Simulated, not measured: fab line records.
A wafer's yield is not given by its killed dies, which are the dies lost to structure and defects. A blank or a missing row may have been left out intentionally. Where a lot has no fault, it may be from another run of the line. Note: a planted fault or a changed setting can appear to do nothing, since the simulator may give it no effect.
Lot-split experiment    flow n5_finfet    21 wafers read across 7 lots, on a route 1938 steps long

== THE SPLIT ITSELF ==
At N5_MOL_CONTACT_COAG_COAT_77 (time 60 s, resist thk 10 nm), the setting spin_rpm was moved away from the recipe's 1500 rpm on 7 of the 21 wafers read, by -8.0% to +6.8%. For the rest of the wafers, this setting stayed at what the recipe calls for.

== FROM THE SPLIT TO THE READING: what the file shows between them, 3 steps ==
- N5_MOL_CONTACT_COAG_COAT_78: resist thk 40 nm
- N5_MOL_CONTACT_COAG_EBR_80
- N5_MOL_CONTACT_COAG_DESCUM_88: chemistry O2, time 7 s

== THE READING ==
etch.depth_nm (the simulator's own value, which no gauge read), in nm, at N5_MOL_CONTACT_COAG_ETCH_89 (etches underlayer in N2/H2, target depth 13 nm, time 10.4 s). The file gives no usual value for it. Across the 14 wafers here that went through the recipe, the average is 9.999 nm and the standard deviation 0.028 nm.

wafer   tool, chamber at the split  spin_rpm as run, rpm  against the recipe  etch.depth_nm, nm  against lot-mates on the recipe
L074.1  litho_track-02, 0           1500                  recipe              9.974              -
L074.4  litho_track-02, 0           1500                  recipe              9.945              -
L074.6  litho_track-02, 0           1500                  recipe              9.958              -
L078.1  litho_track-02, 0           1380                  -8.0%               10.48              +0.440
L078.2  litho_track-02, 0           1500                  recipe              10.04              -
L078.5  litho_track-02, 0           1380                  -8.0%               10.45              +0.410
L081.1  litho_track-01, 0           1500                  recipe              9.996              -
L081.4  litho_track-01, 0           1500                  recipe              9.993              -
L081.6  litho_track-01, 0           1500                  recipe              9.986              -
L083.1  litho_track-03, 0           1602                  +6.8%               9.711              -0.299
L083.2  litho_track-03, 0           1500                  recipe              10.01              -
L083.4  litho_track-03, 0           1602                  +6.8%               9.679              -0.331
L084.2  litho_track-02, 0           1500                  recipe              9.99               -
L084.3  litho_track-02, 0           1500                  recipe              10                 -
L084.6  litho_track-02, 0           1500                  recipe              10.01              -
L093.3  litho_track-01, 0           1570                  +4.7%               9.801              no lot-mate on the recipe
L093.4  litho_track-01, 0           1570                  +4.7%               9.822              no lot-mate on the recipe
L093.6  litho_track-01, 0           1570                  +4.7%               9.813              no lot-mate on the recipe
L094.1  litho_track-03, 0           1500                  recipe              10.03              -
L094.5  litho_track-03, 0           1500                  recipe              10.01              -
L094.6  litho_track-03, 0           1500                  recipe              10.05              -

FIT RESULTS
A straight line over all 21 wafers: etch.depth_nm changes by -0.0504 nm for each +1% of spin_rpm; r = -0.98; the points scatter about the line by 0.036 nm.
The same after taking each lot's own level away (the mean of its wafers on the recipe; 18 wafers): -0.0502 nm for each +1%; r = -1.00; scatter 0.017 nm.
The reading moves by 0.4 nm for the largest change in spin_rpm, on that fit.
Across the lots, their own levels run from 9.9590 to 10.0400 nm, a range of 2.9 times the standard deviation given above.
The two slopes are in agreement: the lot-to-lot level therefore moves the slope only a little.
Check: for one of the wafers moved furthest among these (-8.0%), held out of the fit, the line's prediction against its lot-mates is +0.391 nm. Against them it came out at +0.44 nm.

== FURTHER SPLITS ON THESE WAFERS ==
Note: prior to the reading, these wafers also went through further splits. Each is held against what the fit with the lots' levels taken away leaves over:
other split on the same wafers     wafers away from the commonest value  r with etch.depth_nm (lot level and that fit taken away)
N5_HKMG_FIN_COAT_30 spin_rpm       11                                    +0.01
N5_HKMG_FIN_ETCH_32 h2_flow_sccm   7                                     +0.77
N5_MOL_CONTACT_COAG_ALD_27 time_s  7                                     +0.41

== THE WHOLE CHAIN: every reading that the file lists as answering this split, in the file's order ==
step                         what it does                                                 reading                                                                                         change (the file's fit)                 r (the file's)
N5_MOL_CONTACT_COAG_COAT_77  time 60 s, resist thk 10 nm                                  underlayer_of_MOL_CONTACT_COAG_COAT_77.thk_nm (the simulator's own value, which no gauge read)  -0.0475 nm for each +1% of the setting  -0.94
N5_MOL_CONTACT_COAG_ETCH_89  etches underlayer in N2/H2, target depth 13 nm, time 10.4 s  etch.depth_nm (the simulator's own value, which no gauge read)                                  -0.0501 nm for each +1% of the setting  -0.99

== THE FILE'S OWN FIT ==
etch.depth_nm changes by -0.0501 nm for each +1% of spin_rpm, r = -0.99.
